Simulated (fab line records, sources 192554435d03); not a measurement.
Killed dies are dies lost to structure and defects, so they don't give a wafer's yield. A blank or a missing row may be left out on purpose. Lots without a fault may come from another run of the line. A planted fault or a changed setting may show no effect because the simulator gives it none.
A struck lot beside a sound one | flow n5_finfet | 18 steps out of a route of 1938
Sound: wafers L948.2, L948.4, L948.5. Struck: wafers L958.2, L958.4. (L958.6 of the same lot was not struck and is left out.) The cause comes at the end.
At each step with rows: each side's tool, then ch and its chambers, then its first start. Under that, the readings that differ: sound wafers | struck wafers | difference of the means | sigmas: that difference in standard deviations of wafers without a fault.
alike: readings whose means differ by less than 2 such deviations, and words and numbers that are the same on both sides. not compared: withheld readings, readings that some wafer has no value for, bounds like >300 that may hide the same value, and numbers for which the record gives no deviation and whose values overlap.
The two part at a step that has a row with sigmas, a row that says differs or no value, or rows on one side only. Numbers that don't overlap but have no deviation are shown without sigmas and don't part them. A reading that every wafer of one side lacks parts them only if that side has two wafers or more.

N5_FIN_SAQP_THK_MEAS_05:
  sound on film_metro-01, day 2 21:10; struck on film_metro-01, day 5 09:17
  alike: thk_nm
N5_FIN_SAQP_PECVD_47: deposits a-Si from SiH4/He, target thk 45 nm, time 36.3 s.
  sound on pecvd-03 ch 1,2, day 2 21:12; struck on pecvd-01 ch 0,2, day 5 09:19
  alike: chamber_pressure_Torr, heater_power_w, rf_fwd_power_W, showerhead_plenum_p_Torr, throttle_valve_pct
N5_FIN_SAQP_PECVD_48: deposits SiNx from SiH4/NH3/N2, target thk 25 nm, time 22.1 s.
  sound on pecvd-03 ch 1,2, day 2 21:14; struck on pecvd-01 ch 0,2, day 5 09:22
  reading                         | sound          | struck    | difference | sigmas
  showerhead_plenum_p_Torr (Torr) | 5.13 5.13 5.12 | 5.22 5.20 | +0.08      | +3
  alike: chamber_pressure_Torr, heater_power_w, rf_fwd_power_W, throttle_valve_pct
N5_FIN_SAQP_PECVD_06: deposits a-Si from SiH4/He, target thk 60 nm, time 48.1 s.
  sound on pecvd-03 ch 1,2, day 2 21:17; struck on pecvd-01 ch 0,2, day 5 09:24
  alike: chamber_pressure_Torr, heater_power_w, rf_fwd_power_W, showerhead_plenum_p_Torr, throttle_valve_pct
N5_FIN_SAQP_THK_MEAS_07:
  sound on film_metro-02, day 2 21:22; struck on film_metro-02, day 5 09:29
  alike: thk_nm
N5_FIN_SAQP_HM_DEP_72: deposits SiO2 from SiH4/N2O, target thk 12 nm, time 7.2 s.
  sound on pecvd-04 ch 0,2, day 2 21:25; struck on pecvd-03 ch 2, day 5 09:31
  alike: chamber_pressure_Torr, heater_power_w, rf_fwd_power_W, showerhead_plenum_p_Torr
then, 6 steps without rows for these wafers: N5_FIN_SAQP_COAT_49 (time 60 s, resist thk 100 nm); N5_FIN_SAQP_COAT_50 (time 60 s, resist thk 35 nm); N5_FIN_SAQP_COAT_10 (resist thk 90 nm); N5_FIN_SAQP_EBR_12; N5_FIN_SAQP_SOFTBAKE_11 (time 60 s); N5_FIN_SAQP_EXPOSE_13 (exposes mask FIN CORE, target cd 35.6 nm).
N5_FIN_SAQP_PEB_14: peb time 60 s.
  sound on litho_track-01 ch 0, day 2 21:47; struck on litho_track-04 ch 0, day 5 09:54
then, 1 step without rows for these wafers: N5_FIN_SAQP_DEVELOP_15 (develop time 30 s).
N5_FIN_SAQP_CD_MEAS_16: target cd 35.6 nm.
  sound on cd_sem-03 ch 0, day 2 21:52; struck on cd_sem-03 ch 0, day 5 09:58
  reading    | sound          | struck    | difference | sigmas
  cd_nm (nm) | 35.1 36.0 35.6 | 31.7 31.5 | -4.0       | -11
N5_FIN_SAQP_OVL_MEAS_17:
  sound on overlay-02 ch 0, day 2 21:54; struck on overlay-01 ch 0, day 5 10:01
  alike: FIN_CORE_OVL
-- the record jumps here: 6 days lie between the struck wafers' starts before and after (it left off in module FIN_SAQP and takes up again in module BEOL_M4, whose first step shown is number 1111 of the route) --
N5_BEOL_M4_RC_MEAS_101:
  sound on prober-01 ch 0, day 9 08:32; struck on prober-02 ch 0, day 11 14:12
  alike: DIBL_N, DIBL_P, IOFF_N, IOFF_P, ION_N, ION_P, SS_N, SS_P, VT_N, VT_P
-- the record jumps here: 4 days lie between the struck wafers' starts before and after (it left off in module BEOL_M4 and takes up again in module PASSIVATION, whose first step shown is number 1936 of the route) --
N5_PASSIVATION_PROBE_49:
  sound on prober-01, day 13 19:40; struck on prober-02, day 15 23:16
  alike: defect_limited_yield, killed_at_M0_to_M3, killed_at_M4_up, killed_at_contacts, killed_at_front_end, killed_at_other, killed_dies, killed_open, killed_short, sort_bin_5_function, sort_bin_6_memory, sort_bin_8_speed, sort_n_pass, sort_yield_pct

WHERE THEY PART
First at N5_FIN_SAQP_PECVD_48; last, within this record, at N5_FIN_SAQP_CD_MEAS_16. Later steps at which nothing parts them and some readings are alike: N5_FIN_SAQP_OVL_MEAS_17, N5_BEOL_M4_RC_MEAS_101, N5_PASSIVATION_PROBE_49.

WHY: what the simulator had put in
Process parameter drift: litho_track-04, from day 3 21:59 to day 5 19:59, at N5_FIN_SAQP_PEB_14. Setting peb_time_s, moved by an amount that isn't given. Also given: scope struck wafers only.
